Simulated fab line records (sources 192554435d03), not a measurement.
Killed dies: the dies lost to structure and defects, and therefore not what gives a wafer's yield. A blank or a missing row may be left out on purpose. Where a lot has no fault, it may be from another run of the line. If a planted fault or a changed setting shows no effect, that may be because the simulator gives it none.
fab line records | flow n5-finfet
record lots=10 wafers=30 last-day=16
route steps=1938 shown BEOL_M13@1711 BEOL_M14@1729
lots that met no fault: taken from a fault-free run of the same line
start-h: hours from the record's opening day to when the first of the lot's shown wafers began | wait-h: time in hours since the lot's previous step | " the same as in the row above | L1.1+2: a single row standing in for several wafers | - no value present, or no start provided | * or withheld: withheld | < > ~ a bound
route shown NAME@n: NAME is a module with steps in the file, n the number in the route of the first one | usual: mean/standard deviation taken from wafers without a fault | same: alike in all rows | chamber/n: place in a boat | sites: the reading at each site | _std_site: standard deviation of those values | _edge_site: mean of outer sites minus mean of inner sites | radius-mm: how far each site lies from the wafer's centre | mask NAME#n: copy n | behind: the tool/chamber that last shaped the wafer | hold: what put the lot on hold/how long, in hours/how the hold closed | device: the transistor (n, p or np) that didn't switch | end of line: the same wafers' tests at the end of the route | a step given without rows: its recipe and nothing more | killed: not the wafer's yield, but the dies lost to structure and defects at the first sort | map: the dies of a wafer, with x for killed, . for not killed, _ for no die there
set.NAME: setting as actually run; set.NAME@STEP: the setting as run at that earlier step | model.NAME: the simulator's own value behind a step, which no gauge read
the route's steps for a sample of lots (tables are steps, rows are wafers)
services: the hour from which a tool's chamber was out of use, counted from the record's first day as start-h (under 0 if before that day), plus the number of hours and why
## steps
# step N5_BEOL_M13_THK_MEAS_50
# recipe thk-meas-gauge=xrf reads=Cu_of_BEOL_M13_ECD_47
# usual M13_THK=419/7.2
# columns lot.wafer tool chamber start-h wait-h M13_THK[nm]
L805.2 film-metro-02 - 247.42 - 414
L805.3 " - " " 429
L805.5 " - " " 419
L806.2 film-metro-02 - 250.04 - 425
L806.4 " - " " 415
L806.6 " - " " 413
L810.1 film-metro-01 - 275.63 - 420
L810.2 " - " " 418
L810.5 " - " " 427
L811.2 film-metro-02 - 282.57 - 418
L811.3 " - " " 411
L811.4 " - " " 407
L814.2 film-metro-02 - 305.75 - 413
L814.3 " - " " 416
L814.6 " - " " 426
L817.3 film-metro-01 - 311.00 - 419
L817.4 " - " " 419
L817.6 " - " " 426
L816.4 film-metro-01 - 323.23 - 427
L816.5 " - " " 421
L816.6 " - " " 413
L821.1 film-metro-01 - 340.97 - 414
L821.3 " - " " 425
L821.6 " - " " 427
L823.2 film-metro-01 - 358.00 - 419
L823.4 " - " " 420
L823.6 " - " " 416
L825.2 film-metro-01 - 362.20 - 426
L825.4 " - " " 415
L825.6 " - " " 419
# step N5_BEOL_M14_DESCUM_15
# recipe chemistry=O2 time-s=7.9 source-power-w=50 bias-power-w=20 pressure-mtorr=20 rf-frequency-hz=2.712e+07 temp-c=40 o2-flow-sccm=225
# usual bias-power-w=20.01/0.058 drypump-motor-current-A=6.0/0.52 oes-product-au=0.81/0.079 rf-vpp-V=243.4/1.2 showerhead-plenum-p-Torr=2.11/0.066 throttle-valve-pct=20.42/0.3
# columns lot.wafer tool chamber start-h wait-h bias-power-w drypump-motor-current-A oes-product-au rf-hours-counter-h rf-vpp-V showerhead-plenum-p-Torr throttle-valve-pct
L805.2 rie-diel-01 1 248.20 0.0 20.01 6.6 0.84 82 243.2 2.13 20.83
L805.3 " 2 " " 20.01 6.6 0.69 218 243.5 2.08 20.51
L805.5 " 1 " " 20.11 6.6 0.84 - 244.5 2.13 20.81
L806.2 rie-diel-05 3 250.94 0.0 20.04 5.5 0.75 157 245.3 2.19 20.60
L806.4 " 0 " " 19.95 5.6 0.80 113 242.3 2.01 20.27
L806.6 " 0 " " 19.89 5.6 0.80 - 241.7 2.01 20.24
L810.1 rie-diel-01 2 277.73 0.0 20.00 6.6 0.68 228 242.1 2.07 20.52
L810.2 " 0 " " 19.96 5.5 0.83 87 243.3 2.11 20.73
L810.5 " 3 " " 20.13 5.2 0.70 - 240.1 1.98 20.52
L811.2 rie-diel-04 0 283.35 0.0 20.05 6.6 0.96 11 245.0 2.23 19.90
L811.3 " 2 " " 20.03 5.7 0.87 34 243.9 2.13 19.98
L811.4 " 3 " " 20.08 5.6 0.70 237 244.1 2.15 20.22
L814.2 rie-diel-05 2 307.17 0.7 19.98 6.6 0.72 198 243.1 2.08 20.48
L814.3 " 1 " " 19.87 6.3 0.87 44 244.1 2.14 20.21
L814.6 " 1 " " 19.95 6.3 0.88 - 243.6 2.14 20.19
L817.3 rie-diel-05 0 312.03 0.1 20.11 5.6 0.78 132 242.0 2.01 20.28
L817.4 " 2 " " 19.88 6.6 0.74 201 243.6 2.08 20.50
L817.6 " 0 " " 20.07 5.6 0.79 - 241.9 2.01 20.26
L816.4 rie-diel-01 2 324.01 0.0 19.98 6.6 0.68 247 241.6 2.07 20.55
L816.5 " 1 " " 19.96 6.6 0.82 - 244.3 2.12 20.88
L816.6 " 0 " " 20.14 5.5 0.83 - 243.4 2.10 20.75
L821.1 rie-diel-04 1 341.75 0.0 19.94 5.7 0.72 196 243.0 2.07 20.74
L821.3 " 2 " " 20.03 5.8 0.82 58 243.2 2.12 20.00
L821.6 " 1 " " 19.97 5.7 0.72 - 242.1 2.07 20.74
L823.2 rie-diel-01 3 358.90 0.0 19.95 5.1 0.92 22 245.7 2.23 20.17
L823.4 " 2 " " 20.08 6.6 0.97 2 241.6 2.07 20.16
L823.6 " 0 " " 20.07 5.5 0.81 - 243.1 2.10 20.78
L825.2 rie-diel-05 1 363.10 0.0 20.00 6.3 0.85 64 242.9 2.13 20.23
L825.4 " 3 " " 19.98 5.6 0.74 193 245.2 2.17 20.65
L825.6 " 0 " " 19.95 5.6 0.77 - 241.4 2.00 20.30
# step N5_BEOL_M14_CD_MEAS_17
# recipe target-cd-nm=250 polarity=opening
# usual cd-nm=250.6/1.6
# columns lot.wafer tool chamber start-h wait-h cd-nm
L805.2 cd-sem-02 - 248.64 0.0 250.9
L805.3 " - " " 252.5
L805.5 " - " " 251.6
L806.2 cd-sem-01 - 251.38 0.0 250.2
L806.4 " - " " 250.5
L806.6 " - " " 251.4
L810.1 cd-sem-03 - 278.16 0.0 252.1
L810.2 " - " " 249.5
L810.5 " - " " 251.0
L811.2 cd-sem-01 - 283.78 0.0 249.6
L811.3 " - " " 250.8
L811.4 " - " " 253.5
L814.2 cd-sem-03 - 307.60 0.0 252.6
L814.3 " - " " 250.9
L814.6 " - " " 249.7
L817.3 cd-sem-03 - 312.46 0.0 248.1
L817.4 " - " " 249.1
L817.6 " - " " 247.1
L816.4 cd-sem-03 - 324.45 0.0 254.0
L816.5 " - " " 252.1
L816.6 " - " " 252.1
L821.1 cd-sem-03 - 342.18 0.0 249.5
L821.3 " - " " 248.9
L821.6 " - " " 249.3
L823.2 cd-sem-02 - 359.34 0.0 250.6
L823.4 " - " " 252.4
L823.6 " - " " 252.6
L825.2 cd-sem-03 - 363.53 0.0 250.4
L825.4 " - " " 252.0
L825.6 " - " " 248.7
# step N5_BEOL_M14_COAT_66
# recipe resist=SiARC temp-c=220 time-s=60 spin-rpm=1500 resist-thk-nm=110
# usual chill-plate-temp-C=23.02/0.096 dispense-pressure-kPa=52.5/1.9 spin-speed-rpm=1500.3/0.88
# columns lot.wafer tool chamber start-h wait-h chill-plate-temp-C dispense-pressure-kPa spin-speed-rpm
L805.2 litho-track-05 0 248.68 - 23.10 54.8 1499.8
L805.3 " 0 " " 23.10 54.8 1501.1
L805.5 " 0 " " 23.11 54.8 1500.3
L806.2 litho-track-05 0 251.41 - 22.98 54.8 1499.4
L806.4 " 0 " " 22.94 54.8 1501.0
L806.6 " 0 " " 22.93 54.8 1499.0
L810.1 litho-track-01 0 278.20 - 23.11 50.4 1500.0
L810.2 " 0 " " 22.98 50.3 1501.1
L810.5 " 0 " " 22.88 50.3 1500.5
L811.2 litho-track-02 0 283.82 - 22.88 52.7 1500.3
L811.3 " 0 " " 22.92 52.7 1501.3
L811.4 " 0 " " 22.93 52.7 1499.7
L814.2 litho-track-01 0 307.64 - 23.11 50.4 1778.5
L814.3 " 0 " " 23.22 50.3 1778.8
L814.6 " 0 " " 22.93 50.3 1779.2
L817.3 litho-track-02 0 312.50 - 23.05 52.7 1500.4
L817.4 " 0 " " 23.02 52.8 1500.9
L817.6 " 0 " " 23.09 52.7 1498.1
L816.4 litho-track-01 0 324.48 - 22.98 50.3 1777.4
L816.5 " 0 " " 23.19 50.4 1777.7
L816.6 " 0 " " 23.03 50.3 1779.2
L821.1 litho-track-02 0 342.22 - 23.09 52.7 1499.7
L821.3 " 0 " " 23.00 52.7 1499.6
L821.6 " 0 " " 22.96 52.7 1500.3
L823.2 litho-track-05 0 359.38 - 23.19 54.8 1500.0
L823.4 " 0 " " 23.18 54.8 1500.7
L823.6 " 0 " " 23.00 54.8 1500.5
L825.2 litho-track-02 0 363.57 - 23.03 52.7 1501.0
L825.4 " 0 " " 22.97 52.7 1501.3
L825.6 " 0 " " 23.04 52.7 1500.4
# step N5_BEOL_M14_ETCH_67
# recipe chemistry=CF4 target=SiARC target-depth-a=1430 time-s=238.3 ion-energy-ev=80 pressure-mtorr=40 source-w=545 bias-w=36 Ar_flow_sccm=100 cf4-flow-sccm=100 ends=cleared
# usual drypump-motor-current-A=6.0/0.5 etch-rf-on-time-s=240/3.9 oes-product-au=0.67/0.065 rf-vpp-V=184.2/1.2 showerhead-plenum-p-Torr=2.15/0.061 throttle-valve-pct=15.61/0.27
# columns lot.wafer tool chamber start-h wait-h drypump-motor-current-A etch-rf-on-time-s oes-product-au rf-hours-counter-h rf-vpp-V showerhead-plenum-p-Torr throttle-valve-pct
L805.2 rie-diel-01 1 249.40 0.0 6.6 239 0.72 83 183.1 2.17 15.92
L805.3 " 2 " " 6.6 242 0.59 218 183.2 2.13 15.72
L805.5 " 0 " " 5.5 239 0.73 - 184.0 2.17 15.88
L806.2 rie-diel-01 3 251.99 0.0 5.1 238 0.61 241 183.5 2.03 15.72
L806.4 " 1 " " 6.6 243 0.71 84 183.9 2.17 15.90
L806.6 " 1 " " 6.6 241 0.71 - 187.0 2.17 15.91
L810.1 rie-diel-01 2 278.82 0.0 6.6 245 0.58 229 185.6 2.12 15.74
L810.2 " 1 " " 6.6 242 0.70 94 185.4 2.17 15.93
L810.5 " 0 " " 5.5 241 0.72 - 183.5 2.17 15.92
L811.2 rie-diel-05 1 284.36 0.0 6.3 247 0.74 37 184.2 2.19 15.35
L811.3 " 3 " " 5.6 245 0.63 167 183.8 2.23 15.81
L811.4 " 2 " " 6.6 244 0.63 191 184.2 2.13 15.72
L814.2 rie-diel-04 3 308.18 0.0 5.6 218 0.59 246 186.7 2.19 15.54
L814.3 " 2 " " 5.7 215 0.73 43 184.9 2.18 15.17
L814.6 " 0 " " 6.6 215 0.80 - 186.0 2.27 15.09
L817.3 rie-diel-04 2 312.93 0.0 5.7 235 0.72 46 185.1 2.18 15.18
L817.4 " 1 " " 5.7 236 0.63 184 183.8 2.13 15.95
L817.6 " 3 " " 5.6 243 0.58 - 183.5 2.19 15.53
L816.4 rie-diel-04 0 325.23 0.1 6.6 211 0.79 - 185.3 2.27 15.08
L816.5 " 2 " " 5.7 215 0.72 - 183.4 2.18 15.17
L816.6 " 1 " " 5.8 212 0.62 - 181.7 2.13 15.96
L821.1 rie-diel-05 2 342.63 0.0 6.6 241 0.62 211 183.6 2.12 15.76
L821.3 " 3 " " 5.5 242 0.62 187 185.2 2.22 15.83
L821.6 " 0 " " 5.6 244 0.65 - 183.3 2.06 15.58
L823.2 rie-diel-01 1 359.86 0.0 6.6 240 0.68 123 185.0 2.16 15.96
L823.4 " 2 " " 6.6 234 0.84 3 183.7 2.11 15.27
L823.6 " 3 " " 5.1 235 0.79 - 186.9 2.27 15.30
L825.2 rie-diel-05 3 363.98 0.0 5.5 240 0.62 194 185.5 2.22 15.85
L825.4 " 2 " " 6.6 240 0.62 218 184.0 2.12 15.78
L825.6 " 1 " " 6.3 241 0.71 - 185.7 2.18 15.40
## services
# columns tool chamber start-h hours kind
rie-diel-04 0 226.04 - clean
rie-diel-04 0 226.04 - consumable-replace:focus-ring
rie-diel-04 0 226.04 - consumable-replace:showerhead
rie-diel-04 0 226.04 31.1 scheduled-down
rie-diel-04 0 226.04 31.1 vent-cycle
rie-diel-01 2 240.16 6.1 repair
rie-diel-04 1 265.61 2.8 repair
rie-diel-04 1 270.86 4.3 repair
rie-diel-01 3 279.36 - clean
rie-diel-01 3 279.36 - consumable-replace:focus-ring
rie-diel-01 3 279.36 - consumable-replace:showerhead
rie-diel-01 3 279.36 15.2 scheduled-down
rie-diel-01 3 279.36 15.2 vent-cycle
rie-diel-04 3 283.85 4.2 repair
rie-diel-01 1 284.52 2.1 repair
rie-diel-04 2 298.45 3.9 repair
rie-diel-01 3 303.05 3.8 repair
rie-diel-04 3 318.61 - clean
rie-diel-04 3 318.61 - consumable-replace:focus-ring
rie-diel-04 3 318.61 17.8 scheduled-down
rie-diel-01 2 331.60 - clean
rie-diel-01 2 331.60 - consumable-replace:focus-ring
rie-diel-01 2 331.60 20.0 scheduled-down
rie-diel-01 2 331.60 20.0 vent-cycle
## key
first-sign step=N5_BEOL_M14_COAT_66 reading=spin-speed-rpm direction=up sigmas=99+ usual=* struck=*
effect step=N5_BEOL_M14_ETCH_67 reading=etch-rf-on-time-s direction=down sigmas=6.5 usual=* struck=*
met-at N5_BEOL_M14_COAT_66
struck-lots L814,L816
not-acting-at N5_BEOL_M13_THK_MEAS_50,N5_BEOL_M14_DESCUM_15,N5_BEOL_M14_CD_MEAS_17
onset-between 278.20 307.64
fault kind=process-parameter-drift tool=litho-track-01 chamber=- onset-h=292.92 steps=N5_BEOL_M14_COAT_66 channel=spin-rpm offset=* shape=step end-h=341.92 acts-in=* stated=*
